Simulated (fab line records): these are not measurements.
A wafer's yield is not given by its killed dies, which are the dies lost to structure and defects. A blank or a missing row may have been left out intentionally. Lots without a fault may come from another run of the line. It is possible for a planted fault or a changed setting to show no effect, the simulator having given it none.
Which tool did it? | flow n5 finfet | 72 wafers from 24 lots sampled at 3 of the route's 1938 steps

WHAT THE GAUGES SHOWED, per wafer
N5_BEOL_M1_CD_MEAS_28: target cd y 23.3 nm.
lot  | measured     | on        | cd nm (nm)
L074 | day 6 07:05  | cd sem-01 | 23.80 23.99 24.39
L075 | day 6 13:44  | cd sem-03 | 24.23 24.37 24.41
L076 | day 6 14:11  | cd sem-01 | 24.05 23.79 24.03
L077 | day 6 19:31  | cd sem-02 | 24.22 24.36 24.12
L078 | day 7 02:06  | cd sem-01 | 24.34 24.29 23.82
L079 | day 7 07:26  | cd sem-01 | 24.49 24.06 24.35
L080 | day 7 15:15  | cd sem-01 | 24.12 24.13 24.55
L081 | day 7 22:14  | cd sem-01 | 24.24 24.13 24.29
L082 | day 7 23:27  | cd sem-01 | 24.16 24.31 23.90
L083 | day 8 12:15  | cd sem-01 | 24.06 24.44 24.11
L084 | day 8 17:43  | cd sem-01 | 23.76 24.03 24.62
L085 | day 9 07:25  | cd sem-02 | 24.16 24.06 23.87
L086 | day 9 07:46  | cd sem-01 | 24.20 24.15 23.99
L087 | day 9 14:54  | cd sem-01 | 24.13 23.99 23.95
L088 | day 9 14:48  | cd sem-03 | 24.15 24.43 24.19
L089 | day 9 16:42  | cd sem-02 | 24.02 24.15 23.92
L090 | day 10 08:33 | cd sem-03 | 24.23 24.24 24.16
L092 | day 10 18:01 | cd sem-01 | 24.01 24.22 24.03
L093 | day 10 21:43 | cd sem-02 | 24.22 23.96 23.90
L094 | day 11 00:28 | cd sem-01 | 24.07 23.45 24.08
L095 | day 11 04:14 | cd sem-03 | 24.27 24.21 23.98
L096 | day 11 16:31 | cd sem-02 | 24.15 23.81 24.28
L097 | day 11 21:01 | cd sem-03 | 23.99 24.30 23.91
L091 | day 12 00:41 | cd sem-03 | 23.73 23.98 23.92

EACH LOT AND THE TOOL THAT RAN IT (in order: tool; ch and the chambers of the sampled wafers; start)
lot  | N5_BEOL_M0_PRE_CLEAN_113     | N5_BEOL_M1_ETCH_64
L074 | pvd sputter-01, day 6 01:31  | rie diel-03 ch 1,2,3, day 6 06:09
L075 | pvd sputter-01, day 6 07:11  | rie diel-05 ch 0,3, day 6 12:47
L076 | pvd sputter-01, day 6 07:38  | rie diel-03 ch 0,2,3, day 6 13:23
L077 | pvd sputter-01, day 6 14:07  | rie diel-03 ch 0,2,3, day 6 18:37
L078 | pvd sputter-02, day 6 18:48  | rie diel-05 ch 2,3, day 7 01:25
L079 | pvd sputter-02, day 7 01:19  | rie diel-05 ch 1,2,3, day 7 06:25
L080 | pvd sputter-01, day 7 10:31  | rie diel-06 ch 0,1,2, day 7 14:34
L081 | pvd sputter-03, day 7 16:40  | rie diel-05 ch 0,2,3, day 7 21:28
L082 | pvd sputter-01, day 7 18:22  | rie diel-05 ch 0,2,3, day 7 22:35
L083 | pvd sputter-02, day 8 04:09  | rie diel-05 ch 0,1,2, day 8 11:05
L084 | pvd sputter-02, day 8 12:02  | rie diel-06 ch 2,3, day 8 16:57
L085 | pvd sputter-03, day 9 01:10  | rie diel-03 ch 0,2,3, day 9 06:44
L086 | pvd sputter-03, day 9 01:14  | rie diel-03 ch 1,3, day 9 06:58
L087 | pvd sputter-03, day 9 09:35  | rie diel-06 ch 1,2,3, day 9 14:05
L088 | pvd sputter-03, day 9 09:40  | rie diel-05 ch 0,1, day 9 14:08
L089 | pvd sputter-01, day 9 11:20  | rie diel-05 ch 0,1, day 9 15:54
L090 | pvd sputter-01, day 10 03:33 | rie diel-06 ch 1,3, day 10 07:46
L092 | pvd sputter-01, day 10 10:42 | rie diel-03 ch 1,2,3, day 10 17:17
L093 | pvd sputter-02, day 10 17:39 | rie diel-05 ch 0,3, day 10 21:03
L094 | pvd sputter-03, day 10 18:58 | rie diel-03 ch 0,3, day 10 23:40
L095 | pvd sputter-01, day 10 23:50 | rie diel-06 ch 0,1, day 11 03:27
L096 | pvd sputter-02, day 11 10:52 | rie diel-03 ch 2,3, day 11 15:50
L097 | pvd sputter-01, day 11 16:04 | rie diel-03 ch 0,1,3, day 11 20:20
L091 | pvd sputter-01, day 11 19:11 | rie diel-06 ch 0,3, day 11 23:53
- N5_BEOL_M0_PRE_CLEAN_113: time 30 s.
- N5_BEOL_M1_ETCH_64: etches SOC in N2/H2, target depth 75 nm, overetch 15 nm, time 112.5 s.

AS READ BY THE TOOLS THEMSELVES (means over the sampled wafers that have a number; for cases with no such wafer, the mark the record gives instead)
N5_BEOL_M0_PRE_CLEAN_113.
lot  | tool           | heater power w (W)
L074 | pvd sputter-01 | 326
L075 | pvd sputter-01 | 308
L076 | pvd sputter-01 | 333
L077 | pvd sputter-01 | 305
L078 | pvd sputter-02 | 340
L079 | pvd sputter-02 | 336
L080 | pvd sputter-01 | 306
L081 | pvd sputter-03 | 322
L082 | pvd sputter-01 | 296
L083 | pvd sputter-02 | 306
L084 | pvd sputter-02 | 311
L085 | pvd sputter-03 | 329
L086 | pvd sputter-03 | 301
L087 | pvd sputter-03 | 318
L088 | pvd sputter-03 | 325
L089 | pvd sputter-01 | 328
L090 | pvd sputter-01 | 314
L092 | pvd sputter-01 | 332
L093 | pvd sputter-02 | 342
L094 | pvd sputter-03 | 321
L095 | pvd sputter-01 | 306
L096 | pvd sputter-02 | 378
L097 | pvd sputter-01 | 332
L091 | pvd sputter-01 | 330

N5_BEOL_M1_ETCH_64.
lot  | tool        | drypump motor current A (A) | oes product au (a.u.) | rf vpp V (V) | showerhead plenum p Torr (Torr) | throttle valve pct (%)
L074 | rie diel-03 | 5.9                         | 0.58                  | 525.4        | 2.56                            | 17.89
L075 | rie diel-05 | 5.7                         | 0.59                  | 523.0        | 2.50                            | 17.98
L076 | rie diel-03 | 5.9                         | 0.60                  | 524.9        | 2.58                            | 17.93
L077 | rie diel-03 | 5.9                         | 0.60                  | 523.4        | 2.58                            | 17.93
L078 | rie diel-05 | 5.1                         | 0.66                  | 521.2        | 2.47                            | 18.09
L079 | rie diel-05 | 5.2                         | 0.62                  | 520.0        | 2.45                            | 17.96
L080 | rie diel-06 | 5.9                         | 0.58                  | 524.5        | 2.56                            | 18.24
L081 | rie diel-05 | 5.7                         | 0.63                  | 522.7        | 2.53                            | 17.95
L082 | rie diel-05 | 5.7                         | 0.63                  | 523.7        | 2.53                            | 17.94
L083 | rie diel-05 | 5.7                         | 0.65                  | 523.7        | 2.53                            | 17.79
L084 | rie diel-06 | 5.6                         | 0.59                  | 520.4        | 2.42                            | 17.98
L085 | rie diel-03 | 5.9                         | 0.60                  | 525.2        | 2.57                            | 17.95
L086 | rie diel-03 | 6.0                         | 0.59                  | 523.4        | 2.53                            | 17.84
L087 | rie diel-06 | 5.9                         | 0.61                  | 522.3        | 2.51                            | 18.12
L088 | rie diel-05 | 6.3                         | 0.63                  | 526.1        | 2.58                            | 17.66
L089 | rie diel-05 | 6.3                         | 0.63                  | 525.7        | 2.58                            | 17.66
L090 | rie diel-06 | 6.2                         | 0.62                  | 525.1        | 2.60                            | 18.26
L092 | rie diel-03 | 5.9                         | 0.57                  | 524.0        | 2.55                            | 17.93
L093 | rie diel-05 | 6.2                         | 0.67                  | 526.9        | 2.68                            | 17.67
L094 | rie diel-03 | 5.8                         | 0.61                  | 523.5        | 2.55                            | 17.92
L095 | rie diel-06 | 6.2                         | 0.64                  | 526.7        | 2.64                            | 18.27
L096 | rie diel-03 | 6.0                         | 0.56                  | 524.7        | 2.58                            | 18.02
L097 | rie diel-03 | 5.9                         | 0.59                  | 523.7        | 2.54                            | 17.89
L091 | rie diel-06 | 5.8                         | 0.70                  | 524.7        | 2.56                            | 17.92

THE ANSWER, worked out from the rows above alone
Rule: usual is defined by the lots themselves. Put in order of their means at a reading, lots are off if they are a third of the lots or fewer, leave a main group of 4 or more, and stand apart from it by a gap of 3 or more times the standard deviation of the main group's means; of several such gaps the widest counts. A main group is skipped when, at the precision printed for the reading in the tables above, its means are all equal. Also off: a lot with no number at a reading for which 4 or more lots have one. All remaining lots with rows at the step are treated as sound. First the gauges in route order, then the tools' own readings, where a lot's mean is used as printed above. The first step at which some lot is off is used, and at that step the reading that is off furthest; a lot without a number counts as furthest.
Nothing can be told from this: no lot is off at any reading shown.

WHAT THE SIMULATOR HAD INSERTED
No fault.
